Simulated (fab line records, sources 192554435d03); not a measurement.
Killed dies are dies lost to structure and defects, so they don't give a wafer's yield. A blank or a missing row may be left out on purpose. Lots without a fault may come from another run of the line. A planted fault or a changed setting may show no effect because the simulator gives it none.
Chamber matching | flow n5_finfet | N5_MIM_TOP_ALD_00 on ald_hk-02: 4 sister chambers
The step deposits Al2O3, purge time 3 s, co reactant pulse time 3 s. 4 wafers are shown with their chamber, then 9 later ones without.

WAFERS WITH THEIR CHAMBER
wafer  | chamber | precursor_pulse_height_rel
L086.3 | 2       | 1.053
L094.1 | 1       | 0.976
L094.2 | 3       | 1.008
L094.3 | 0       | 1.004

WAFERS WITHOUT THEIR CHAMBER
wafer  | precursor_pulse_height_rel
L094.4 | 1.031
L094.5 | 1.034
L094.6 | 1.058
L095.2 | 0.988
L095.3 | 0.987
L095.5 | 1.027
L096.1 | 1.001
L096.2 | 0.991
L096.3 | 1.005

WHICH CHAMBER EACH WENT THROUGH
wafer  | from the rows above          | in truth
L094.4 | can't be placed: 2 or 3 or 0 | 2
L094.5 | can't be placed: 2 or 3 or 0 | 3
L094.6 | 2                            | 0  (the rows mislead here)
L095.2 | can't be placed: 1 or 0 or 3 | 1
L095.3 | can't be placed: 1 or 0 or 3 | 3
L095.5 | can't be placed: 3 or 0 or 2 | 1
L096.1 | can't be placed: 0 or 3 or 1 | 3
L096.2 | can't be placed: 0 or 1 or 3 | 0
L096.3 | can't be placed: 0 or 3      | 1
Placed correctly: 0 of 9. Can't be placed from these rows: 8 (the true chamber is among the candidates in 6). Placed wrongly: 1.
How it was worked out, from the rows above alone: a wafer's distance from a chamber is the root of the sum, over the readings, of the square of ((its reading less the chamber's mean) divided by the reading's scatter). The wafer belongs to the nearest chamber; if the next one is less than 2 further off, it can't be placed. A chamber's mean is the mean of its shown wafers. The scatter: with one shown wafer a chamber, the root of the mean of the squares of how far each hidden wafer lies from its nearest shown one.
